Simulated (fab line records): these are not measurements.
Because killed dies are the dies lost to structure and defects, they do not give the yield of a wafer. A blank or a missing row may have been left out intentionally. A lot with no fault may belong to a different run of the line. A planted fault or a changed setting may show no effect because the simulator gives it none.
Which tool was responsible?    flow n5_finfet    12 lots, 36 wafers sampled, at 3 steps of a route of 1938

== WHAT EACH GAUGE READ, for each wafer ==
N5_BEOL_M10_OVL_MEAS_29.
lot   measured      on          V9_OVL (nm)
L074  day 11 19:23  overlay-02  0.8 1.1 0.1
L077  day 11 22:33  overlay-02  0.0 1.4 0.1
L080  day 12 21:50  overlay-02  1.7 1.9 0.5
L081  day 12 22:17  overlay-02  0.0 -0.2 1.6
L083  day 14 04:43  overlay-01  0.8 1.0 1.3
L087  day 14 15:21  overlay-01  0.9 -0.2 0.4
L086  day 14 18:34  overlay-01  -0.3 0.2 0.1
L089  day 16 00:39  overlay-02  0.6 0.7 0.8
L088  day 16 00:49  overlay-02  1.6 1.7 -0.1
L094  day 16 11:55  overlay-01  0.3 0.9 1.5
L095  day 16 22:49  overlay-02  1.5 2.2 0.8
L096  day 17 09:02  overlay-01  0.8 -0.4 1.5

== WHAT TOOL EACH LOT RAN ON (gives the tool, then ch and the chambers of the sampled wafers, and finally the start) ==
lot   N5_BEOL_M9_STRIP_80                            N5_BEOL_M9_SURFACE_TREAT_79
L074  rie_diel-02 ch 1,2,3, day 11 12:06 or earlier  pvd_sputter-02, day 11 12:06
L077  rie_diel-01 ch 0,2, day 11 16:19 or earlier    pvd_sputter-02, day 11 16:19
L080  rie_diel-05 ch 1,2,3, day 12 16:04 or earlier  pvd_sputter-02, day 12 16:04
L081  rie_diel-01 ch 0,3, day 12 16:38 or earlier    pvd_sputter-02, day 12 16:38
L083  rie_diel-01 ch 1,2,3, day 13 18:54 or earlier  pvd_sputter-03, day 13 18:54
L087  rie_diel-05 ch 1,2,3, day 14 10:20 or earlier  pvd_sputter-03, day 14 10:20
L086  rie_diel-05 ch 1,2, day 14 10:28 or earlier    pvd_sputter-01, day 14 10:28
L089  rie_diel-01 ch 0,1,3, day 15 16:14 or earlier  pvd_sputter-03, day 15 16:14
L088  rie_diel-05 ch 0,1,2, day 15 18:41 or earlier  pvd_sputter-01, day 15 18:41
L094  rie_diel-02 ch 0,1,3, day 16 07:19 or earlier  pvd_sputter-01, day 16 07:19
L095  rie_diel-01 ch 0,2, day 16 15:45 or earlier    pvd_sputter-01, day 16 15:45
L096  rie_diel-01 ch 0,1,2, day 17 00:35 or earlier  pvd_sputter-01, day 17 00:35
- N5_BEOL_M9_STRIP_80: strips in N2/H2, time 10 s.
- N5_BEOL_M9_SURFACE_TREAT_79

== THE ANSWER, worked out from the rows above alone ==
Rule: usual is defined by the lots themselves. The widest of any qualifying gaps counts: lots, ordered by their means at a reading, are off when they make up no more than a third of the lots, leave a main group of 4 or more, and stand apart from it by 3 or more times the standard deviation of that group's means. A main group whose means are all the same, to the digits that the tables above print for the reading, isn't used. A lot without any number at a reading at which 4 lots or more have one is off too. All remaining lots with rows at the step are treated as sound.
None of the lots is off at any reading shown; this tells nothing.

== WHAT HAD BEEN PUT IN BY THE SIMULATOR ==
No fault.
